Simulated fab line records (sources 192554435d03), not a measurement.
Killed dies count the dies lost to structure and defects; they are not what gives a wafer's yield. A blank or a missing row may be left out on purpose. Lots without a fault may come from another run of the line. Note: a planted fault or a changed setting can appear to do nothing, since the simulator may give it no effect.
Split-lot experiment + flow n5_finfet + route with 1938 steps; 7 lots, 21 wafers read

THE SPLIT
At N5_BEOL_M5_DEP_56 (deposits SiCN from 3MS/NH3, target thk 8 nm, time 14 s), the setting time_s was moved away from the recipe's 14 s on 4 of the 21 wafers read, by -6.1% to +11.6%. For the rest of the wafers, this setting stayed at what the recipe calls for.

The reading is taken at the split's own step.

THE READING
SiCN_of_BEOL_M5_DEP_56.thk_nm (the simulator's own value, which no gauge read), in nm, at N5_BEOL_M5_DEP_56 (deposits SiCN from 3MS/NH3, target thk 8 nm, time 14 s). There is no usual value for it anywhere in the file. Here, 17 wafers ran the recipe; their average is 7.9 nm with a standard deviation of 0.12 nm.

| wafer  | tool, chamber at the split | time_s as run, s | against the recipe | SiCN_of_BEOL_M5_DEP_56.thk_nm, nm | against lot-mates on the recipe |
|--------|----------------------------|------------------|--------------------|-----------------------------------|---------------------------------|
| L075.1 | pecvd-04, 0                | 15.63            | +11.6%             | 8.8                               | +0.7                            |
| L075.3 | pecvd-04, 1                | 14               | recipe             | 8                                 | -                               |
| L075.6 | pecvd-04, 2                | 14               | recipe             | 8.2                               | -                               |
| L077.1 | pecvd-01, 0,1              | 14               | recipe             | 7.8                               | -                               |
| L077.2 | pecvd-01, 0,1              | 14               | recipe             | 7.8                               | -                               |
| L077.5 | pecvd-01, 1                | 15.6             | +11.4%             | 9                                 | +1.2                            |
| L078.2 | pecvd-01, 1,0              | 14               | recipe             | 7.8                               | -                               |
| L078.3 | pecvd-01, 1,0              | 14               | recipe             | 7.8                               | -                               |
| L078.4 | pecvd-01, 0                | 14               | recipe             | 8                                 | -                               |
| L081.2 | pecvd-01, 2,1              | 14               | recipe             | 7.8                               | -                               |
| L081.5 | pecvd-01, 2,1              | 14               | recipe             | 7.8                               | -                               |
| L081.3 | pecvd-01, 0                | 14               | recipe             | 8                                 | -                               |
| L090.4 | pecvd-01, 0,2              | 13.14            | -6.1%              | 7.4                               | -0.4                            |
| L090.5 | pecvd-01, 0,2              | 13.14            | -6.1%              | 7.4                               | -0.4                            |
| L090.6 | pecvd-01, 1                | 14               | recipe             | 7.8                               | -                               |
| L091.2 | pecvd-02, 1                | 14               | recipe             | 7.8                               | -                               |
| L091.5 | pecvd-02, 1,2              | 14               | recipe             | 8                                 | -                               |
| L091.6 | pecvd-02, 1,2              | 14               | recipe             | 8                                 | -                               |
| L092.2 | pecvd-01, 0,0,1            | 14               | recipe             | 7.8                               | -                               |
| L092.3 | pecvd-01, 0,0,1            | 14               | recipe             | 7.8                               | -                               |
| L092.6 | pecvd-01, 0,0,1            | 14               | recipe             | 7.8                               | -                               |
If several chambers appear in one row, that row covers several wafers at once and the file leaves open which wafer was in which chamber.

FIT RESULTS
A straight line over all 21 wafers: SiCN_of_BEOL_M5_DEP_56.thk_nm changes by +0.0858 nm for each +1% of time_s; r = +0.95; the points scatter about the line by 0.12 nm.
The same after taking each lot's own level away (the mean of its wafers on the recipe; 21 wafers): +0.078 nm for each +1%; r = +0.94; scatter 0.11 nm.
That fit puts the effect of the largest move of time_s on the reading at 0.91 nm.
The span of the lots' own levels, 7.80 to 8.10 nm, comes to 2.5 times the standard deviation stated above.
Consequently the slope shifts little with the lot-to-lot level, the two slopes agreeing.
Check: with one of the wafers moved furthest among these (+11.6%) left out of the fit, the line predicts +1.08 nm for it against its lot-mates. It came out at +0.7 nm against them.

THE OTHER SPLITS THESE WAFERS WENT THROUGH
Note: prior to the reading, these wafers also went through further splits. Each is held against what the fit with the lots' levels taken away leaves over:
| other split on the same wafers   | wafers away from the commonest value | r with SiCN_of_BEOL_M5_DEP_56.thk_nm (lot level and that fit taken away) |
|----------------------------------|--------------------------------------|--------------------------------------------------------------------------|
| N5_BEOL_M4_TRENCH_ETCH_37 bias_w | 9                                    | -0.23                                                                    |
| N5_BEOL_M5_COAT_59 spin_rpm      | 6                                    | +0.07                                                                    |
| N5_BEOL_M5_COAT_05 spin_rpm      | 9                                    | +0.18                                                                    |

THE FILE'S OWN FIT
SiCN_of_BEOL_M5_DEP_56.thk_nm changes by +0.08 nm for each +1% of time_s, r = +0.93.
